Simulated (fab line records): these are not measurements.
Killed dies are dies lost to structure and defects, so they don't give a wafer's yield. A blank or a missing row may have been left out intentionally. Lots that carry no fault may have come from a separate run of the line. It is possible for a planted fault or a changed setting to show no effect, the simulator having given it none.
Struck lot and sound lot, side by side | flow n5-finfet | 15 out of 1938 route steps
Sound: the wafers L204.1, L204.2, L204.4. Struck: wafers L212.1, L212.2, L212.4. The cause is named last.
Per side, at each step with rows, come the tool, then ch with its chambers, and then its first start. Under that, the readings that differ: sound wafers | struck wafers | difference of the means | sigmas: that difference in standard deviations of wafers without a fault.
alike: same words and numbers on both sides, and readings whose means sit less than 2 such deviations apart. not compared: any withheld reading, any reading some wafer has no value for, any bound like >300 that may hide the same value, and any number with overlapping values for which the record gives no deviation.
The two part at a step that has a row with sigmas, a row that says differs or no value, or rows on one side only. Numbers that have no deviation but don't overlap get no sigmas and don't part them. Lack of a reading on every wafer of one side parts them only where that side has two or more wafers.

N5_BEOL_M14_ETCH_67: etches SiARC in CF4, target depth 143 nm, time 238.3 s.
  sound on rie-diel-04 ch 1,2,3, day 12 00:31; struck on rie-diel-03 ch 0,1,2, day 14 06:17
  alike: cf4-flow-sccm, chamber-pressure-mTorr, drypump-motor-current-A, etch-rf-on-time-s, oes-product-au, rf-vpp-V, showerhead-plenum-p-Torr, throttle-valve-pct
  not compared: rf-hours-counter-h
N5_BEOL_M14_ETCH_68: etches SOC in N2/H2, time 450 s.
  sound on rie-diel-04 ch 1,2,3, day 12 00:40; struck on rie-diel-03 ch 0,1,2, day 14 06:26
  alike: chamber-pressure-mTorr, drypump-motor-current-A, oes-product-au, rf-vpp-V, showerhead-plenum-p-Torr, throttle-valve-pct
  not compared: rf-hours-counter-h
then, 1 step without rows for these wafers: N5_BEOL_M14_STRIP_69 (strips in N2/H2).
N5_BEOL_M14_TRENCH_ETCH_34: etches SiO2 in C4F8/O2/Ar, target depth 556.65 nm, time 126.9 s.
  sound on rie-diel-04 ch 1,2,3, day 12 00:56; struck on rie-diel-03 ch 0,1,2, day 14 06:43
  alike: C4F8_flow_sccm, chamber-pressure-mTorr, drypump-motor-current-A, he-inner-torr, oes_f_703_au, oes-product-au, rf-vpp-V, showerhead-plenum-p-Torr, throttle-valve-pct
  not compared: rf-hours-counter-h
then, 1 step without rows for these wafers: N5_BEOL_M14_STRIP_70 (strips in C4F8/O2/Ar).
N5_BEOL_M14_OCD_MEAS_35:
  sound on ocd-02 at day 12 01:05; struck on ocd-02 at day 14 06:52
  alike: trench-depth-nm
N5_BEOL_M14_STRIP_37: strips in O2.
  sound on rie-diel-03 ch 1,2,3, day 12 01:14; struck on rie-diel-03 ch 0,1,3, day 14 08:07
  alike: chamber-pressure-mTorr, drypump-motor-current-A, oes-product-au, rf-vpp-V, showerhead-plenum-p-Torr, throttle-valve-pct
  not compared: rf-hours-counter-h
then, 4 steps without rows for these wafers: N5_BEOL_M14_ETCH_38 (etches SiCN in CF4/N2, target depth 106.5 nm, time 120.6 s); N5_BEOL_M14_PRECLEAN_39 (cleans in residue remover, time 60 s); N5_BEOL_M14_SRD_40 (time 30 s, dry time 30 s); N5_BEOL_M14_DEGAS_41 (time 60 s).
N5_BEOL_M14_PRE_CLEAN_42: time 30 s.
  sound on pvd-sputter-02 at day 12 02:16; struck on pvd-sputter-01 at day 14 08:37
  alike: heater-power-w
N5_BEOL_M14_SPUTTER_43: material TaN, target thk 15 nm, time 24.19 s.
  sound on pvd-sputter-02 at day 12 02:19; struck on pvd-sputter-01 at day 14 08:39
  reading                                      | sound             | struck            | difference | sigmas
  cathode-dc-power-W (W)                       | 14998 14998 15003 | 14148 14143 14148 | -853       | -99 or more
  model.TaN_of_BEOL_M14_SPUTTER_43.thk-nm (nm) | 14.6 14.6 14.8    | 14.2 14.2 14.4    | -0.4       |
  alike: throttle-valve-pct
then, 1 step without rows for these wafers: N5_BEOL_M14_SPUTTER_44 (material Ta, target thk 15 nm, time 24.19 s).
N5_PASSIVATION_PROBE_49:
  sound on prober-02 at day 13 01:47; struck on prober-02 at day 15 16:24
  reading              | sound          | struck         | difference | sigmas
  sort_bin_8_speed (%) | 0 0 3.5        | 0 0 0          | -1         | -4
  sort-n-pass          | 1079 1060 1043 | 1097 1108 1092 | +38        | +2
  sort-yield-pct (%)   | 91.4 89.8 88.4 | 93.0 93.9 92.5 | +3.3       | +2
  alike: defect-limited-yield, killed_at_M0_to_M3, killed_at_M4_up, killed-at-contacts, killed-at-front-end, killed-at-other, killed-dies, killed-open, killed-short, sort_bin_5_function, sort_bin_6_memory

== WHERE THEY PART ==
Last at N5_PASSIVATION_PROBE_49 as far as this record goes, first at N5_BEOL_M14_SPUTTER_43.

WHY: what had been put in by the simulator
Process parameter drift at N5_BEOL_M14_SPUTTER_43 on pvd-sputter-01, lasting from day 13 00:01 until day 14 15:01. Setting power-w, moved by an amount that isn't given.
